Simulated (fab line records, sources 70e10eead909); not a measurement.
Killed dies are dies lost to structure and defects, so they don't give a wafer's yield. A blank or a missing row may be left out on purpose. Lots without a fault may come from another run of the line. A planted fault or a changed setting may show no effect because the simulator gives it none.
A struck lot beside a sound one | flow nand_harc | 39 steps out of a route of 1302
Sound: wafers L892.1, L892.4, L892.6. Struck: wafers L887.1, L887.4, L887.5. The cause comes at the end.
At each step with rows: each side's tool, then ch and its chambers, then its first start. Under that, the readings that differ: sound wafers | struck wafers | difference of the means | sigmas: that difference in standard deviations of wafers without a fault.
alike: readings whose means differ by less than 2 such deviations, and words and numbers that are the same on both sides. not compared: withheld readings, readings that some wafer has no value for, bounds like >300 that may hide the same value, and numbers for which the record gives no deviation and whose values overlap.
The two part at a step that has a row with sigmas, a row that says differs or no value, or rows on one side only. Numbers that don't overlap but have no deviation are shown without sigmas and don't part them. A reading that every wafer of one side lacks parts them only if that side has two wafers or more.

first, 1 step without rows for these wafers: NHARC_A_ONON_D1_DEP_00 (target thk 1000 nm).
NHARC_A_ONON_D1_THK_MEAS_02: measures by ellipsometry.
  sound on film_metro-02, day 14 14:41; struck on film_metro-02, day 12 04:40
  alike: thk_nm
then, 1 step without rows for these wafers: NHARC_A_ONON_D1_DEP_03 (target thk 1000 nm).
NHARC_A_ONON_D1_THK_MEAS_05: measures by ellipsometry.
  sound on film_metro-02, day 14 15:15; struck on film_metro-02, day 12 05:14
  alike: thk_nm
then, 1 step without rows for these wafers: NHARC_A_ONON_D1_DEP_06 (target thk 1000 nm).
NHARC_A_ONON_D1_THK_MEAS_08: measures by ellipsometry.
  sound on film_metro-02, day 14 15:49; struck on film_metro-02, day 12 05:47
  alike: thk_nm
then, 1 step without rows for these wafers: NHARC_A_ONON_D1_DEP_09 (target thk 1000 nm).
NHARC_A_ONON_D1_THK_MEAS_11: measures by ellipsometry.
  sound on film_metro-01, day 14 16:23; struck on film_metro-01, day 12 06:22
  alike: thk_nm
then, 1 step without rows for these wafers: NHARC_A_ONON_D1_DEP_12 (target thk 1000 nm).
NHARC_A_ONON_D1_THK_MEAS_14: measures by ellipsometry.
  sound on film_metro-01, day 14 16:57; struck on film_metro-01, day 12 06:55
  alike: thk_nm
then, 1 step without rows for these wafers: NHARC_A_ONON_D1_ANNEAL_15 (time 3600 s).
NHARC_A_ONON_D1_DEP_16: target thk 1000 nm.
  sound on pecvd_onon-02 ch 0, day 15 01:13; struck on pecvd_onon-02 ch 0, day 12 13:58
NHARC_A_ONON_D1_THK_MEAS_18: measures by ellipsometry.
  sound on film_metro-02, day 15 01:43; struck on film_metro-02, day 12 14:29
  alike: thk_nm
then, 1 step without rows for these wafers: NHARC_A_ONON_D1_DEP_19 (target thk 1000 nm).
NHARC_A_ONON_D1_THK_MEAS_21: measures by ellipsometry.
  sound on film_metro-02, day 15 02:17; struck on film_metro-02, day 12 15:03
  alike: thk_nm
then, 1 step without rows for these wafers: NHARC_A_ONON_D1_DEP_22 (target thk 1000 nm).
NHARC_A_ONON_D1_THK_MEAS_24: measures by ellipsometry.
  sound on film_metro-01, day 15 02:51; struck on film_metro-02, day 12 15:37
  reading     | sound       | struck         | difference | sigmas
  thk_nm (nm) | 984 984 985 | 1004 1004 1002 | +19        | +2
then, 1 step without rows for these wafers: NHARC_A_ONON_D1_DEP_25 (target thk 1000 nm).
NHARC_A_ONON_D1_THK_MEAS_27: measures by ellipsometry.
  sound on film_metro-02, day 15 03:26; struck on film_metro-02, day 12 16:11
  alike: thk_nm
then, 1 step without rows for these wafers: NHARC_A_ONON_D1_DEP_28 (target thk 1000 nm).
NHARC_A_ONON_D1_THK_MEAS_30: measures by ellipsometry.
  sound on film_metro-01, day 15 03:59; struck on film_metro-01, day 12 16:45
  alike: thk_nm
NHARC_A_ONON_D1_DEP_33: deposits SiO2, target thk 200 nm.
  sound on pecvd-04 ch 0,1,2, day 15 04:05; struck on pecvd-01 ch 0,1,2, day 12 16:49
  alike: heater_power_w, throttle_valve_pct
NHARC_A_ONON_D1_THK_MEAS_34: measures by ellipsometry.
  sound on film_metro-02, day 15 04:28; struck on film_metro-01, day 12 17:13
  alike: thk_nm
NHARC_A_CHANNEL_HOLE_D1_DEP_00: deposits aC, target thk 3100 nm.
  sound on acl_dep-03 ch 0, day 15 04:37; struck on acl_dep-03 ch 0, day 12 19:34
  alike: throttle_valve_pct
NHARC_A_CHANNEL_HOLE_D1_DEP_01: deposits SiON, target thk 140 nm.
  sound on pecvd-02 ch 0,2, day 15 06:43; struck on pecvd-01 ch 1,2, day 12 21:29
  alike: heater_power_w
then, 10 steps without rows for these wafers: NHARC_A_CHANNEL_HOLE_D1_DEHYDRATE_02 (time 120 s); NHARC_A_CHANNEL_HOLE_D1_HMDS_03 (time 30 s); NHARC_A_CHANNEL_HOLE_D1_COAT_36 (time 75 s); NHARC_A_CHANNEL_HOLE_D1_COAT_37 (time 65 s); NHARC_A_CHANNEL_HOLE_D1_COAT_04 (resist thk 90 nm); NHARC_A_CHANNEL_HOLE_D1_SOFTBAKE_05 (time 55 s); NHARC_A_CHANNEL_HOLE_D1_EBR_06; NHARC_A_CHANNEL_HOLE_D1_EXPOSE_07 (exposes mask HOLE D1, target cd 100 nm); NHARC_A_CHANNEL_HOLE_D1_PEB_08 (peb time 65 s); NHARC_A_CHANNEL_HOLE_D1_DEVELOP_09 (develop time 35 s).
NHARC_A_CHANNEL_HOLE_D1_CD_MEAS_10: target cd 100 nm.
  sound on cd_sem-02 ch 0, day 15 07:23; struck on cd_sem-01 ch 0, day 12 22:12
  alike: cd_nm
NHARC_A_CHANNEL_HOLE_D1_OVL_MEAS_11:
  sound on overlay-02, day 15 07:28; struck on overlay-01, day 12 22:17
  reading           | sound       | struck         | difference | sigmas
  overlay_y_nm (nm) | 1.2 1.1 1.2 | -1.0 -0.4 -0.8 | -1.9       | -3
  alike: overlay_x_nm
NHARC_A_CHANNEL_HOLE_D1_DESCUM_15: chemistry O2, time 3 s.
  sound on rie_diel-05 ch 1,2, day 15 07:34; struck on rie_diel-05 ch 1,2, day 12 22:23
  alike: drypump_motor_current_A, mfc_ar_sccm, oes_product_au, rf_vpp_V, showerhead_plenum_p_Torr, throttle_valve_pct
  not compared: rf_hours_counter_h
-- the record jumps here: 17 days lie between the struck wafers' starts before and after (it left off in module A_CHANNEL_HOLE_D1 and takes up again in module END, whose first step shown is number 1302 of the route) --
NHARC_END_SORT_01:
  the record has rows for the struck wafers here (prober-02 ch 0, day 30 01:53) and none for the sound ones

WHERE THEY PART
First at NHARC_A_ONON_D1_THK_MEAS_24; last, within this record, at NHARC_END_SORT_01.

WHY: what the simulator had put in
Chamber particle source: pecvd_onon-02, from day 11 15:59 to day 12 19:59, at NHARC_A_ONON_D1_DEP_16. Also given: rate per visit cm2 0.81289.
